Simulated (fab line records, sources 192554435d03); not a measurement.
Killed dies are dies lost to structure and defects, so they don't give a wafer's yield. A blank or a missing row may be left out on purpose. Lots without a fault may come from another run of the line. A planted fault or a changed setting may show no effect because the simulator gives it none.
Which tool did it? | flow n5_finfet | 23 lots, 69 wafers sampled, at 5 steps of a route of 1938

WHAT THE GAUGES READ, wafer by wafer
N5_FIN_CUT_CD_MEAS_08: target cd 29.1 nm. Usual: cd_nm 29.09 nm, standard deviation 0.26.
lot  | measured    | on        | cd_nm (nm)        | flag
L074 | day 2 02:25 | cd_sem-03 | 29.17 29.28 29.01 |
L075 | day 2 09:44 | cd_sem-02 | 29.52 29.17 29.15 |
L076 | day 2 15:23 | cd_sem-02 | 29.10 29.53 29.00 |
L077 | day 2 20:59 | cd_sem-02 | 28.90 28.82 28.61 |
L078 | day 3 02:31 | cd_sem-03 | 29.06 29.11 29.24 |
L079 | day 3 08:09 | cd_sem-03 | 29.09 28.89 28.97 |
L080 | day 3 14:39 | cd_sem-02 | 29.55 29.31 29.44 |
L081 | day 3 20:40 | cd_sem-02 | 29.59 29.41 29.10 |
L082 | day 4 03:05 | cd_sem-03 | 29.35 28.62 29.20 |
L083 | day 4 10:44 | cd_sem-01 | 29.19 29.31 29.23 |
L084 | day 4 15:10 | cd_sem-02 | 29.02 29.19 29.22 |
L085 | day 4 21:56 | cd_sem-03 | 29.39 28.67 28.61 |
L086 | day 5 06:14 | cd_sem-02 | 28.82 28.91 28.83 |
L087 | day 5 15:00 | cd_sem-01 | 29.07 28.85 29.03 |
L088 | day 5 16:59 | cd_sem-03 | 28.48 29.14 29.21 |
L089 | day 5 21:25 | cd_sem-03 | 28.91 29.15 29.08 |
L090 | day 6 04:20 | cd_sem-03 | 28.88 28.99 29.26 |
L091 | day 6 09:29 | cd_sem-02 | 28.98 28.99 29.31 |
L092 | day 6 16:38 | cd_sem-01 | 28.94 29.25 28.81 |
L093 | day 6 21:13 | cd_sem-02 | 28.67 28.76 28.96 |
L094 | day 7 02:34 | cd_sem-01 | 28.91 28.90 29.11 |
L095 | day 7 09:07 | cd_sem-02 | 29.65 28.92 28.73 |
L097 | day 7 20:50 | cd_sem-02 | 28.89 28.87 29.35 |

WHICH TOOL RAN EACH LOT (tool, then ch and the chambers of the sampled wafers, then the start)
lot  | N5_PMOS_HMC_CHANNEL_EPI_DESCUM_14 | N5_FIN_SAQP_PECVD_47           | N5_FIN_SAQP_ETCH_67               | N5_FIN_SAQP_SPACER2_ALD_28
L074 | rie_diel-06 ch 1,2,3, day 1 17:25 | pecvd-02 ch 1,2, day 1 21:05   | rie_diel-02 ch 0,1, day 2 00:37   | ald_sin-02 ch 2,3, day 2 00:52
L075 | rie_diel-05 ch 1,2, day 1 23:49   | pecvd-04 ch 0,1,2, day 2 03:35 | rie_diel-04 ch 0,1,2, day 2 07:40 | ald_sin-02 ch 2,3, day 2 07:54
L076 | rie_diel-01 ch 1,3, day 2 05:26   | pecvd-03 ch 1,2, day 2 09:17   | rie_diel-02 ch 0,1,2, day 2 13:44 | ald_sin-02 ch 0,2,3, day 2 13:58
L077 | rie_diel-01 ch 0,1,2, day 2 11:31 | pecvd-03 ch 1,2, day 2 15:23   | rie_diel-02 ch 0,3, day 2 18:55   | ald_sin-02 ch 0,3, day 2 19:10
L078 | rie_diel-01 ch 0,1,2, day 2 17:18 | pecvd-04 ch 0,1,2, day 2 21:10 | rie_diel-02 ch 0,1,3, day 3 00:50 | ald_sin-04 ch 0,1,3, day 3 01:07
L079 | rie_diel-01 ch 0,1,2, day 2 23:15 | pecvd-02 ch 0,1,2, day 3 02:43 | rie_diel-03 ch 0,1,2, day 3 06:16 | ald_sin-02 ch 0,1,2, day 3 06:37
L080 | rie_diel-06 ch 0,3, day 3 05:12   | pecvd-02 ch 1,2, day 3 09:02   | rie_diel-02 ch 0,1,2, day 3 12:51 | ald_sin-01 ch 1,2,3, day 3 13:06
L081 | rie_diel-06 ch 2,3, day 3 11:08   | pecvd-03 ch 0,1,2, day 3 14:49 | rie_diel-04 ch 0,2, day 3 18:58   | ald_sin-01 ch 0,2,3, day 3 19:16
L082 | rie_diel-05 ch 0,2,3, day 3 17:13 | pecvd-03 ch 0,1,2, day 3 21:10 | rie_diel-02 ch 0,2, day 4 01:02   | ald_sin-04 ch 0,2, day 4 01:17
L083 | rie_diel-06 ch 2,3, day 4 01:01   | pecvd-04 ch 0,1,2, day 4 04:58 | rie_diel-03 ch 0,1,2, day 4 08:27 | ald_sin-02 ch 2,3, day 4 09:11
L084 | rie_diel-01 ch 1,2,3, day 4 05:44 | pecvd-03 ch 0,1, day 4 09:49   | rie_diel-02 ch 1,3, day 4 13:23   | ald_sin-04 ch 0,2,3, day 4 13:38
L085 | rie_diel-01 ch 0,2,3, day 4 11:41 | pecvd-04 ch 0,1, day 4 15:20   | rie_diel-03 ch 0,1, day 4 19:08   | ald_sin-04 ch 1,2,3, day 4 19:41
L086 | rie_diel-01 ch 0,1,3, day 4 17:31 | pecvd-03 ch 0,2, day 4 21:04   | rie_diel-03 ch 0,3, day 5 01:40   | ald_sin-04 ch 0,1,3, day 5 04:50
L087 | rie_diel-06 ch 0,3, day 5 01:46   | pecvd-03 ch 0,1,2, day 5 08:19 | rie_diel-02 ch 0,1,2, day 5 12:44 | ald_sin-02 ch 1,2, day 5 13:18
L088 | rie_diel-01 ch 0,1,3, day 5 06:10 | pecvd-04 ch 0,2, day 5 11:08   | rie_diel-03 ch 0,1,3, day 5 15:10 | ald_sin-04 ch 0,2, day 5 15:25
L089 | rie_diel-01 ch 0,1,2, day 5 11:14 | pecvd-04 ch 0,1,2, day 5 15:03 | rie_diel-02 ch 0,3, day 5 19:42   | ald_sin-01 ch 0,1,3, day 5 20:00
L090 | rie_diel-06 ch 1,2,3, day 5 17:53 | pecvd-02 ch 0,2, day 5 21:47   | rie_diel-03 ch 0,1,3, day 6 02:05 | ald_sin-02 ch 0,2,3, day 6 02:25
L091 | rie_diel-06 ch 2,3, day 5 23:05   | pecvd-03 ch 0,1,2, day 6 03:04 | rie_diel-04 ch 0,1,2, day 6 06:45 | ald_sin-02 ch 1,2,3, day 6 07:53
L092 | rie_diel-01 ch 1,2,3, day 6 06:31 | pecvd-02 ch 0,2, day 6 09:55   | rie_diel-02 ch 1,2,3, day 6 14:38 | ald_sin-04 ch 0,2,3, day 6 15:01
L093 | rie_diel-06 ch 1,3, day 6 11:14   | pecvd-02 ch 0,1,2, day 6 14:46 | rie_diel-03 ch 0,2, day 6 19:19   | ald_sin-01 ch 0,1, day 6 19:33
L094 | rie_diel-06 ch 1,2,3, day 6 17:31 | pecvd-04 ch 0,1, day 6 21:08   | rie_diel-04 ch 0,2,3, day 7 00:41 | ald_sin-01 ch 0,1, day 7 00:56
L095 | rie_diel-01 ch 0,1,3, day 6 23:06 | pecvd-04 ch 0,1, day 7 02:36   | rie_diel-04 ch 0,2,3, day 7 07:27 | ald_sin-01 ch 0,1,3, day 7 07:41
L097 | rie_diel-06 ch 0,1, day 7 11:26   | pecvd-02 ch 0,2, day 7 14:59   | rie_diel-03 ch 2, day 7 18:47     | ald_sin-02 ch 1,3, day 7 19:05
- N5_PMOS_HMC_CHANNEL_EPI_DESCUM_14: chemistry O2, time 7.9 s.
- N5_FIN_SAQP_PECVD_47: deposits a-Si from SiH4/He, target thk 45 nm, time 36.3 s.
- N5_FIN_SAQP_ETCH_67: etches SiNx in CH3F/O2, target depth 30 nm.
- N5_FIN_SAQP_SPACER2_ALD_28: deposits SiO2, target thk 8.1 nm, pulse time 1 s, purge time 2 s.

WHAT THE TOOLS THEMSELVES READ (means of the sampled wafers that have a number; where no wafer has one, the mark that the record gives instead)
N5_PMOS_HMC_CHANNEL_EPI_DESCUM_14. Usual: drypump_motor_current_A 5.9 A, standard deviation 0.47; oes_product_au 0.79 a.u., standard deviation 0.063; rf_vpp_V 243.6 V, standard deviation 1.4; showerhead_plenum_p_Torr 2.12 Torr, standard deviation 0.082; throttle_valve_pct 20.41 %, standard deviation 0.28.
lot  | tool        | drypump_motor_current_A (A) | oes_product_au (a.u.) | rf_vpp_V (V) | showerhead_plenum_p_Torr (Torr) | throttle_valve_pct (%) | flag
L074 | rie_diel-06 | 6.2                         | 0.76                  | 244.0        | 2.13                            | 20.43                  |
L075 | rie_diel-05 | 5.9                         | 0.74                  | 242.9        | 2.05                            | 20.18                  |
L076 | rie_diel-01 | 5.9                         | 0.78                  | 244.1        | 2.19                            | 20.20                  |
L077 | rie_diel-01 | 6.1                         | 0.82                  | 243.5        | 2.15                            | 20.22                  |
L078 | rie_diel-01 | 6.1                         | 0.83                  | 244.8        | 2.15                            | 20.22                  |
L079 | rie_diel-01 | 6.1                         | 0.82                  | 245.0        | 2.15                            | 20.22                  |
L080 | rie_diel-06 | 5.8                         | 0.80                  | 242.2        | 2.09                            | 20.58                  |
L081 | rie_diel-06 | 6.3                         | 0.77                  | 243.5        | 2.12                            | 20.42                  |
L082 | rie_diel-05 | 5.6                         | 0.75                  | 243.8        | 2.12                            | 20.60                  |
L083 | rie_diel-06 | 6.3                         | 0.77                  | 242.7        | 2.11                            | 20.42                  |
L084 | rie_diel-01 | 6.1                         | 0.77                  | 244.5        | 2.13                            | 20.17                  |
L085 | rie_diel-01 | 5.8                         | 0.79                  | 244.1        | 2.13                            | 20.33                  |
L086 | rie_diel-01 | 5.8                         | 0.80                  | 245.3        | 2.20                            | 20.29                  |
L087 | rie_diel-06 | 5.4                         | 0.75                  | 242.0        | 2.03                            | 20.83                  |
L088 | rie_diel-01 | 5.8                         | 0.79                  | 245.0        | 2.20                            | 20.29                  |
L089 | rie_diel-01 | 6.1                         | 0.80                  | 243.1        | 2.15                            | 20.26                  |
L090 | rie_diel-06 | 6.2                         | 0.81                  | 243.9        | 2.12                            | 20.37                  |
L091 | rie_diel-06 | 6.3                         | 0.75                  | 244.0        | 2.11                            | 20.43                  |
L092 | rie_diel-01 | 6.1                         | 0.76                  | 243.2        | 2.12                            | 20.21                  |
L093 | rie_diel-06 | 6.1                         | 0.84                  | 243.2        | 2.12                            | 20.35                  |
L094 | rie_diel-06 | 6.2                         | 0.81                  | 243.5        | 2.12                            | 20.38                  |
L095 | rie_diel-01 | 5.8                         | 0.79                  | 244.1        | 2.19                            | 20.30                  |
L097 | rie_diel-06 | 5.5                         | 0.80                  | 242.8        | 2.08                            | 20.55                  |

N5_FIN_SAQP_PECVD_47. Usual: heater_power_outer_w 517 W, standard deviation 74; heater_power_w 827 W, standard deviation 89; showerhead_plenum_p_Torr 5.67 Torr, standard deviation 0.035; throttle_valve_pct 18.0 %, standard deviation 0.75.
lot  | tool     | heater_power_outer_w (W) | heater_power_w (W) | showerhead_plenum_p_Torr (Torr) | throttle_valve_pct (%) | flag
L074 | pecvd-02 | 611                      | 927                | 5.68                            | 19.4                   |
L075 | pecvd-04 | 562                      | 866                | 5.65                            | 18.1                   |
L076 | pecvd-03 | 460                      | 760                | 5.66                            | 18.9                   |
L077 | pecvd-03 | 490                      | 799                | 5.67                            | 18.9                   |
L078 | pecvd-04 | 519                      | 807                | 5.67                            | 18.2                   |
L079 | pecvd-02 | 526                      | 856                | 5.67                            | 17.3                   |
L080 | pecvd-02 | 562                      | 866                | 5.67                            | 17.1                   |
L081 | pecvd-03 | 476                      | 792                | 5.67                            | 18.3                   |
L082 | pecvd-03 | 468                      | 797                | 5.68                            | 18.4                   |
L083 | pecvd-04 | 545                      | 840                | 5.66                            | 18.2                   |
L084 | pecvd-03 | 503                      | 813                | 5.65                            | 18.0                   |
L085 | pecvd-04 | 624                      | 925                | 5.66                            | 18.1                   |
L086 | pecvd-03 | 532                      | 858                | 5.68                            | 17.7                   |
L087 | pecvd-03 | 483                      | 783                | 5.68                            | 18.4                   |
L088 | pecvd-04 | 559                      | 876                | 5.65                            | 18.5                   |
L089 | pecvd-04 | 546                      | 849                | 5.66                            | 18.3                   |
L090 | pecvd-02 | 493                      | 835                | 5.66                            | 17.6                   |
L091 | pecvd-03 | 438                      | 737                | 5.68                            | 18.3                   |
L092 | pecvd-02 | 504                      | 856                | 5.66                            | 17.6                   |
L093 | pecvd-02 | 504                      | 822                | 5.67                            | 17.4                   |
L094 | pecvd-04 | 635                      | 954                | 5.65                            | 18.2                   |
L095 | pecvd-04 | 596                      | 898                | 5.66                            | 18.2                   |
L097 | pecvd-02 | 501                      | 834                | 5.66                            | 17.5                   |

N5_FIN_SAQP_ETCH_67. Usual: drypump_motor_current_A 5.7 A, standard deviation 0.44; oes_product_au 0.76 a.u., standard deviation 0.059; rf_vpp_V 299 V, standard deviation 6.7; showerhead_plenum_p_Torr 1.99 Torr, standard deviation 0.071; throttle_valve_pct 16.34 %, standard deviation 0.23.
lot  | tool        | drypump_motor_current_A (A) | oes_product_au (a.u.) | rf_vpp_V (V) | showerhead_plenum_p_Torr (Torr) | throttle_valve_pct (%) | flag
L074 | rie_diel-02 | 5.6                         | 0.75                  | 303          | 1.96                            | 16.16                  |
L075 | rie_diel-04 | 6.2                         | 0.72                  | 298          | 1.93                            | 16.46                  |
L076 | rie_diel-02 | 5.6                         | 0.74                  | 301          | 2.02                            | 16.35                  |
L077 | rie_diel-02 | 5.4                         | 0.76                  | 299          | 1.94                            | 16.18                  |
L078 | rie_diel-02 | 5.7                         | 0.76                  | 304          | 2.00                            | 16.26                  |
L079 | rie_diel-03 | 5.4                         | 0.85                  | 302          | 2.02                            | 16.05                  |
L080 | rie_diel-02 | 5.6                         | 0.75                  | 301          | 2.02                            | 16.36                  |
L081 | rie_diel-04 | 6.0                         | 0.72                  | 300          | 1.90                            | 16.52                  |
L082 | rie_diel-02 | 5.2                         | 0.73                  | 299          | 2.02                            | 16.46                  |
L083 | rie_diel-03 | 5.5                         | 0.84                  | 300          | 2.01                            | 16.05                  |
L084 | rie_diel-02 | 6.0                         | 0.74                  | 305          | 2.06                            | 16.35                  |
L085 | rie_diel-03 | 5.4                         | 0.86                  | 300          | 2.01                            | 16.01                  |
L086 | rie_diel-03 | 5.6                         | 0.74                  | 294          | 1.96                            | 16.32                  |
L087 | rie_diel-02 | 5.6                         | 0.72                  | 301          | 2.02                            | 16.40                  |
L088 | rie_diel-03 | 5.5                         | 0.78                  | 293          | 1.97                            | 16.27                  |
L089 | rie_diel-02 | 5.5                         | 0.76                  | 299          | 1.98                            | 16.30                  |
L090 | rie_diel-03 | 5.5                         | 0.78                  | 293          | 1.97                            | 16.27                  |
L091 | rie_diel-04 | 6.2                         | 0.70                  | 298          | 1.92                            | 16.53                  |
L092 | rie_diel-02 | 5.7                         | 0.73                  | 302          | 2.05                            | 16.50                  |
L093 | rie_diel-03 | 5.6                         | 0.77                  | 302          | 1.99                            | 16.16                  |
L094 | rie_diel-04 | 6.2                         | 0.77                  | 302          | 1.95                            | 16.54                  |
L095 | rie_diel-04 | 6.2                         | 0.77                  | 304          | 1.95                            | 16.56                  |
L097 | rie_diel-03 | 5.4                         | 0.80                  | 304          | 2.02                            | 16.14                  |

N5_FIN_SAQP_SPACER2_ALD_28. Usual: heater_power_outer_w 278 W, standard deviation 33; heater_power_w 492 W, standard deviation 59; precursor_pulse_height_rel 1.000, standard deviation 0.022.
lot  | tool       | heater_power_outer_w (W) | heater_power_w (W) | precursor_pulse_height_rel | flag
L074 | ald_sin-02 | 253                      | 451                | 1.009                      |
L075 | ald_sin-02 | 267                      | 463                | 0.991                      |
L076 | ald_sin-02 | 250                      | 443                | 0.991                      |
L077 | ald_sin-02 | 240                      | 420                | 0.992                      |
L078 | ald_sin-04 | 271                      | 499                | 1.010                      |
L079 | ald_sin-02 | 265                      | 459                | 1.006                      |
L080 | ald_sin-01 | 293                      | 506                | 0.991                      |
L081 | ald_sin-01 | 299                      | 504                | 1.007                      |
L082 | ald_sin-04 | 331                      | 603                | 0.983                      |
L083 | ald_sin-02 | 268                      | 465                | 1.001                      |
L084 | ald_sin-04 | 309                      | 558                | 1.001                      |
L085 | ald_sin-04 | 285                      | 521                | 1.033                      |
L086 | ald_sin-04 | 267                      | 490                | 1.001                      |
L087 | ald_sin-02 | 279                      | 489                | 1.021                      |
L088 | ald_sin-04 | 340                      | 603                | 1.018                      |
L089 | ald_sin-01 | 285                      | 509                | 0.976                      |
L090 | ald_sin-02 | 252                      | 441                | 0.984                      |
L091 | ald_sin-02 | 267                      | 459                | 0.990                      |
L092 | ald_sin-04 | 306                      | 559                | 1.013                      |
L093 | ald_sin-01 | 281                      | 515                | 0.987                      |
L094 | ald_sin-01 | 284                      | 506                | 1.000                      |
L095 | ald_sin-01 | 282                      | 516                | 1.004                      |
L097 | ald_sin-02 | 263                      | 465                | 0.995                      |

THE ANSWER, worked out from the rows above alone
Rule: a lot is off if the mean of its wafers that have a number lies more than 3 standard deviations from the usual mean. A lot without any number at a reading at which 4 lots or more have one is off too. The other lots that the step has rows for count as sound. The gauges are gone through in route order, then the tools' own readings, and for those a lot's mean is taken as printed above. The first step at which some lot is off is used, and at that step the reading that is off furthest; a lot without a number counts as furthest.
No lot is off at any reading shown: from this, nothing can be told.

WHAT THE SIMULATOR HAD PUT IN
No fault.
